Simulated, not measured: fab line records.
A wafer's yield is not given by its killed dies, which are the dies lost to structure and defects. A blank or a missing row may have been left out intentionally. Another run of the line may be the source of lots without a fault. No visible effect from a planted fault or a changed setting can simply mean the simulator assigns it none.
fab line records	flow n5_finfet
[record] lots = 10	wafers = 30	last_day = 18
route steps=1938 shown MOL_CONTACT_COAG@540 BEOL_M4@1111
lots that met no fault: taken from a fault-free run of the same line
start_h: hours from the record's opening day to when the first of the lot's shown wafers began	wait_h: time in hours since the lot's previous step	" the same as in the row above	L1.1+2: a single row standing in for several wafers	- no value, or no start given	* or withheld: withheld	< > ~ a bound
route shown NAME@n: names a module that has steps shown in the file, with the first one's number in the route	usual: mean and standard deviation over wafers with no fault	same: alike in all rows	chamber/n: place in a boat	sites: readings site by site	_std_site: the standard deviation of these	_edge_site: outer sites' mean less inner sites'	radius_mm: for every site, how far away it sits from the centre of the wafer	mask NAME#n: copy n	behind: the last tool/chamber to shape the wafer	hold: the reason the lot was held/the length of the hold in hours/how it ended	device: transistor that didn't switch, given as n, p or np	end of line: tests run on the same wafers once the route is complete	where a step has no rows: the recipe by itself	killed: at the first sort, the dies lost to defects and structure; wafer yield is something else	map: the dies of a wafer, with x for killed, . for not killed, _ for no die there
set.NAME: the setting that was run; set.NAME@STEP: the one run at that earlier step	model.NAME: the simulator's own value behind a step, which no gauge read
the route's steps for a sample of lots (tables are steps, rows are wafers)
services: from which hour (start_h, from the record's first day; less than 0 if before it) a tool's chamber was out of use, for how many hours, and why
[[steps]]
[step N5_MOL_CONTACT_COAG_CD_MEAS_99]
[recipe] target_cd_nm = 17.2	polarity = opening
[usual] cd_nm = 17.2/0.3
lot.wafer	tool	chamber	start_h	wait_h	cd_nm
L176.1	cd_sem-03	-	92.03	-	17.4
L176.2	"	-	"	"	17.3
L176.5	"	-	"	"	17.1
L177.1	cd_sem-02	-	95.87	-	17.6
L177.2	"	-	"	"	17.5
L177.3	"	-	"	"	17.4
L178.3	cd_sem-01	-	100.56	-	17.2
L178.4	"	-	"	"	17.4
L178.6	"	-	"	"	17.4
L182.1	cd_sem-02	-	125.99	-	17.3
L182.4	"	-	"	"	17.4
L182.5	"	-	"	"	17.4
L183.3	cd_sem-01	-	133.63	-	17.2
L183.5	"	-	"	"	17.6
L183.6	"	-	"	"	16.9
L184.1	cd_sem-02	-	136.56	-	17.2
L184.3	"	-	"	"	16.8
L184.5	"	-	"	"	17.1
L194.3	cd_sem-03	-	198.10	-	17.6
L194.4	"	-	"	"	16.9
L194.6	"	-	"	"	17.1
L195.1	cd_sem-02	-	202.22	-	17.3
L195.3	"	-	"	"	17.6
L195.4	"	-	"	"	17.1
L196.1	cd_sem-03	-	212.44	-	16.7
L196.5	"	-	"	"	16.8
L196.6	"	-	"	"	17.0
L199.1	cd_sem-01	-	227.75	-	17.1
L199.2	"	-	"	"	17.1
L199.4	"	-	"	"	17.5
[step N5_MOL_CONTACT_COAG_CO_FILL_22]
[recipe] material = Co	target_thk_a = 200	temp_c = 200	precursor = CCTBA/H2	pressure_torr = 30
[usual] heater_power_w = 241/16
lot.wafer	tool	chamber	start_h	wait_h	heater_power_w
L176.1	cvd_co-01	1	96.92	0.1	240
L176.2	"	2	"	"	266
L176.5	"	2	"	"	256
L177.1	cvd_co-01	2	97.50	0.1	269
L177.2	"	1	"	"	248
L177.3	"	0	"	"	219
L178.3	cvd_co-01	2	102.86	0.1	267
L178.4	"	0	"	"	219
L178.6	"	1	"	"	239
L182.1	cvd_co-02	1	128.71	0.1	258
L182.4	"	2	"	"	226
L182.5	"	1	"	"	253
L183.3	cvd_co-01	0	136.01	0.4	222
L183.5	"	2	"	"	265
L183.6	"	0	"	"	213
L184.1	cvd_co-02	2	141.23	0.1	233
L184.3	"	0	"	"	244
L184.5	"	2	"	"	240
L194.3	cvd_co-01	1	200.74	0.1	226
L194.4	"	0	"	"	219
L194.6	"	2	"	"	263
L195.1	cvd_co-02	1	204.87	0.1	248
L195.3	"	0	"	"	246
L195.4	"	0	"	"	245
L196.1	cvd_co-01	0	213.95	0.1	225
L196.5	"	2	"	"	266
L196.6	"	1	"	"	228
L199.1	cvd_co-02	2	232.45	0.1	239
L199.2	"	0	"	"	245
L199.4	"	0	"	"	244
[step N5_MOL_CONTACT_COAG_INSPECT_57]
[recipe] mode = adi	inspect_instrument = brightfield
[usual] raw_defect_count = 204/57
lot.wafer	tool	chamber	start_h	wait_h	raw_defect_count
L176.1	defect_inspect-02	-	102.57	0.1	218
L176.2	"	-	"	"	261
L176.5	"	-	"	"	209
L177.1	defect_inspect-01	-	104.76	0.1	136
L177.2	"	-	"	"	181
L177.3	"	-	"	"	84
L178.3	defect_inspect-01	-	109.90	0.0	183
L178.4	"	-	"	"	271
L178.6	"	-	"	"	223
L182.1	defect_inspect-02	-	135.55	0.1	190
L182.4	"	-	"	"	153
L182.5	"	-	"	"	165
L183.3	defect_inspect-01	-	147.09	0.0	314
L183.5	"	-	"	"	271
L183.6	"	-	"	"	268
L184.1	defect_inspect-01	-	147.89	0.1	368
L184.3	"	-	"	"	201
L184.5	"	-	"	"	255
L194.3	defect_inspect-02	-	208.11	0.0	314
L194.4	"	-	"	"	201
L194.6	"	-	"	"	247
L195.1	defect_inspect-01	-	211.33	0.1	169
L195.3	"	-	"	"	210
L195.4	"	-	"	"	133
L196.1	defect_inspect-02	-	221.15	0.1	229
L196.5	"	-	"	"	228
L196.6	"	-	"	"	290
L199.1	defect_inspect-01	-	238.51	0.1	218
L199.2	"	-	"	"	237
L199.4	"	-	"	"	205
[step N5_MOL_CONTACT_COAG_ETCHBACK_132]
[recipe] chemistry = CHF3	target = SiO2	target_depth_a = 100	time_s = 6.7	ion_energy_ev = 200	pressure_mtorr = 30	source_w = 610	bias_w = 170	Ar_flow_sccm = 200	CHF3_flow_sccm = 50
[usual] CHF3_flow_sccm = 50.01/0.14	drypump_motor_current_A = 5.7/0.47	oes_product_au = 0.74/0.062	rf_fwd_power_W = 603/3.3	rf_vpp_V = 524/3.6	showerhead_plenum_p_Torr = 2.35/0.036	throttle_valve_pct = 18.81/0.24
lot.wafer	tool	chamber	start_h	wait_h	CHF3_flow_sccm	drypump_motor_current_A	oes_product_au	rf_fwd_power_W	rf_hours_counter_h	rf_vpp_V	showerhead_plenum_p_Torr	throttle_valve_pct
L176.1	rie_diel-02	1	103.74	0.2	49.96	6.1	0.75	600	136	530	2.39	18.52
L176.2	"	0	"	"	50.07	5.6	0.81	604	87	522	2.31	18.70
L176.5	"	2	"	"	50.22	5.9	0.75	601	-	519	2.39	19.12
L177.1	rie_diel-02	0	105.42	0.1	50.03	5.6	0.80	605	88	521	2.31	18.68
L177.2	"	1	"	"	49.87	6.1	0.74	600	137	530	2.39	18.51
L177.3	"	2	"	"	49.91	5.9	0.74	605	146	520	2.39	19.11
L178.3	rie_diel-01	3	110.25	0.1	49.67	4.8	0.75	607	169	527	2.38	18.91
L178.4	"	2	"	"	49.86	5.7	0.68	598	239	520	2.35	19.14
L178.6	"	2	"	"	49.91	5.7	0.68	601	-	521	2.35	19.16
L182.1	rie_diel-05	3	135.90	0.1	50.05	5.7	0.72	605	198	522	2.36	19.13
L182.4	"	2	"	"	50.20	5.1	0.74	603	157	526	2.28	18.78
L182.5	"	1	"	"	49.94	6.0	0.71	596	-	529	2.35	18.78
L183.3	rie_diel-05	1	147.53	0.1	50.12	6.0	0.71	598	243	529	2.34	18.78
L183.5	"	2	"	"	50.10	5.2	0.74	603	-	525	2.28	18.79
L183.6	"	3	"	"	50.01	5.8	0.72	605	-	523	2.36	19.11
L184.1	rie_diel-05	2	148.88	0.2	50.10	5.1	0.74	603	162	524	2.28	18.79
L184.3	"	1	"	"	49.74	6.0	0.71	600	244	529	2.34	18.79
L184.5	"	2	"	"	50.13	5.2	0.73	605	-	525	2.28	18.79
L194.3	rie_diel-02	0	208.45	0.1	50.31	5.6	0.77	602	122	524	2.30	18.75
L194.4	"	2	"	"	49.93	6.0	0.72	607	181	518	2.37	19.19
L194.6	"	1	"	"	49.86	6.1	0.72	598	-	529	2.37	18.56
L195.1	rie_diel-02	2	211.72	0.1	50.00	5.9	0.94	602	183	519	2.37	19.21
L195.3	"	0	"	"	50.11	5.6	0.78	603	124	523	2.30	18.76
L195.4	"	3	"	"	50.01	6.0	0.77	597	129	524	2.39	18.69
L196.1	rie_diel-01	2	221.71	0.1	49.84	5.7	0.93	599	23	519	2.34	18.76
L196.5	"	0	"	"	50.09	6.5	0.85	601	-	523	2.32	18.33
L196.6	"	3	"	"	49.98	4.8	0.72	605	-	526	2.36	18.98
L199.1	rie_diel-01	2	239.20	0.3	49.88	5.7	0.91	600	32	519	2.33	18.80
L199.2	"	0	"	"	49.98	6.5	0.84	601	66	524	2.32	18.35
L199.4	"	3	"	"	49.89	4.8	0.71	605	-	528	2.36	19.00
[step N5_BEOL_M4_RC_MEAS_101]
[usual] DIBL_N = 36.5/1.4	DIBL_P = 36.5/1.6	IOFF_N = 0.163/0.022	IOFF_P = 0.219/0.029	ION_N = 675/8.3	ION_P = 464/6.2	SS_N = 71.5/0.52	SS_P = 73.4/0.57	VT_N = 249.7/2.6	VT_P = -250/3
lot.wafer	tool	chamber	start_h	wait_h	DIBL_N[mV/V]	DIBL_P[mV/V]	IOFF_N[nA/um]	IOFF_P[nA/um]	ION_N[uA/um]	ION_P[uA/um]	SS_N[mV/dec]	SS_P[mV/dec]	VT_N[mV]	VT_P[mV]
L176.1	prober-02	0	164.98	0.4	35.8	35.3	0.140	0.185	661	459	71.2	72.5	250.8	-250
L176.2	"	0	"	"	38.3	37.5	0.177	0.224	671	462	72.1	73.1	248.6	-247
L176.5	"	0	"	"	36.7	37.0	0.152	0.201	670	465	71.2	72.9	249.0	-249
L177.1	prober-01	0	171.17	0.0	38.3	37.0	0.170	0.252	673	472	71.9	73.3	252.2	-249
L177.2	"	0	"	"	36.7	34.9	0.139	0.215	661	462	71.2	73.9	254.3	-248
L177.3	"	0	"	"	36.8	34.5	0.136	0.199	669	468	70.9	73.2	253.8	-249
L178.3	prober-01	0	183.48	0.3	37.4	38.1	0.189	0.216	673	455	72.7	73.7	247.7	-251
L178.4	"	0	"	"	34.2	34.8	0.134	0.174	666	453	71.4	73.3	251.4	-255
L178.6	"	0	"	"	36.5	38.0	0.174	0.213	676	461	72.3	73.4	250.6	-251
L182.1	prober-02	0	208.24	0.0	33.4	33.0	0.120	0.162	675	459	71.2	72.3	252.0	-251
L182.4	"	0	"	"	35.9	36.4	0.169	0.212	688	473	72.3	73.6	247.8	-249
L182.5	"	0	"	"	33.5	33.4	0.123	0.164	666	457	71.3	72.5	251.7	-254
L183.3	prober-01	0	213.32	0.3	36.9	36.2	0.172	0.197	666	454	72.1	73.3	251.5	-250
L183.5	"	0	"	"	35.8	35.2	0.154	0.188	666	454	70.6	73.4	250.5	-251
L183.6	"	0	"	"	36.2	36.4	0.173	0.200	682	462	71.4	73.0	249.3	-251
L184.1	prober-01	0	214.70	0.0	33.8	32.7	0.120	0.196	666	468	71.6	72.4	251.9	-247
L184.3	"	0	"	"	36.2	35.5	0.155	0.244	671	464	71.3	73.1	249.2	-247
L184.5	"	0	"	"	35.3	34.8	0.140	0.230	676	472	71.5	72.8	250.8	-248
L194.3	prober-01	0	283.00	0.3	37.9	38.8	0.177	0.227	684	464	71.6	73.8	247.7	-250
L194.4	"	0	"	"	38.4	39.5	0.187	0.243	682	465	71.8	74.3	247.3	-249
L194.6	"	0	"	"	39.1	39.8	0.197	0.247	685	468	71.8	74.1	247.4	-246
L195.1	prober-02	0	285.77	0.0	37.2	37.0	0.176	0.219	682	461	71.7	73.5	249.3	-250
L195.3	"	0	"	"	37.7	38.1	0.195	0.232	694	469	71.5	73.2	247.1	-251
L195.4	"	0	"	"	38.3	38.3	0.203	0.244	682	465	71.7	73.7	246.3	-250
L196.1	prober-02	0	290.68	0.0	38.5	38.0	0.175	0.240	681	464	71.3	74.3	250.5	-247
L196.5	"	0	"	"	38.7	37.9	0.184	0.244	666	460	71.4	74.3	248.6	-248
L196.6	"	0	"	"	38.1	37.6	0.174	0.248	685	471	71.4	74.0	247.6	-247
L199.1	prober-02	0	316.72	0.0	36.6	35.7	0.149	0.218	661	460	71.8	73.4	251.6	-250
L199.2	"	0	"	"	37.2	36.7	0.164	0.243	665	458	72.8	73.9	250.0	-248
L199.4	"	0	"	"	34.9	33.8	0.132	0.196	667	467	71.7	72.7	254.0	-251
[[services]]
tool	chamber	start_h	hours	kind
cvd_co-01	1	75.01	2.6	repair
cvd_co-01	1	78.50	3.4	repair
rie_diel-01	1	88.68	15.3	repair
cvd_co-02	-	97.27	2.8	pm
cvd_co-01	1	114.67	-	clean
cvd_co-01	1	114.67	22.0	scheduled_down
cvd_co-01	1	114.67	22.0	vent_cycle
rie_diel-01	1	126.77	8.7	repair
rie_diel-01	2	136.93	-	clean
rie_diel-01	2	136.93	-	consumable_replace:focus_ring
rie_diel-01	2	136.93	22.3	scheduled_down
rie_diel-01	2	136.93	22.3	vent_cycle
rie_diel-05	0	141.50	9.7	repair
cvd_co-01	0	141.91	7.2	repair
rie_diel-05	1	163.92	15.8	repair
rie_diel-05	1	184.07	-	clean
rie_diel-05	1	184.07	-	consumable_replace:focus_ring
rie_diel-05	1	184.07	21.9	scheduled_down
rie_diel-05	1	184.07	21.9	vent_cycle
rie_diel-01	0	205.00	10.7	repair
rie_diel-05	3	217.36	2.8	repair
rie_diel-05	0	221.67	-	clean
rie_diel-01	1	226.12	7.0	repair
cvd_co-02	-	231.43	0.3	repair
[[key]]
[first_sign] step = N5_MOL_CONTACT_COAG_ETCHBACK_132	reading = oes_product_au	direction = up	sigmas = 3.3	usual = 0.74	struck = 0.94
effect none on later readings
met_at N5_MOL_CONTACT_COAG_ETCHBACK_132
struck_lots L195
struck_wafers L195.1
not_acting_at N5_MOL_CONTACT_COAG_CD_MEAS_99,N5_MOL_CONTACT_COAG_CO_FILL_22,N5_MOL_CONTACT_COAG_INSPECT_57
onset_between 208.45 211.72
[fault] kind = process_parameter_drift	tool = rie_diel-02	chamber = 2	onset_h = 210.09	steps = N5_MOL_CONTACT_COAG_ETCHBACK_132	channel = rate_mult	offset = 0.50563	shape = step	end_h = 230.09
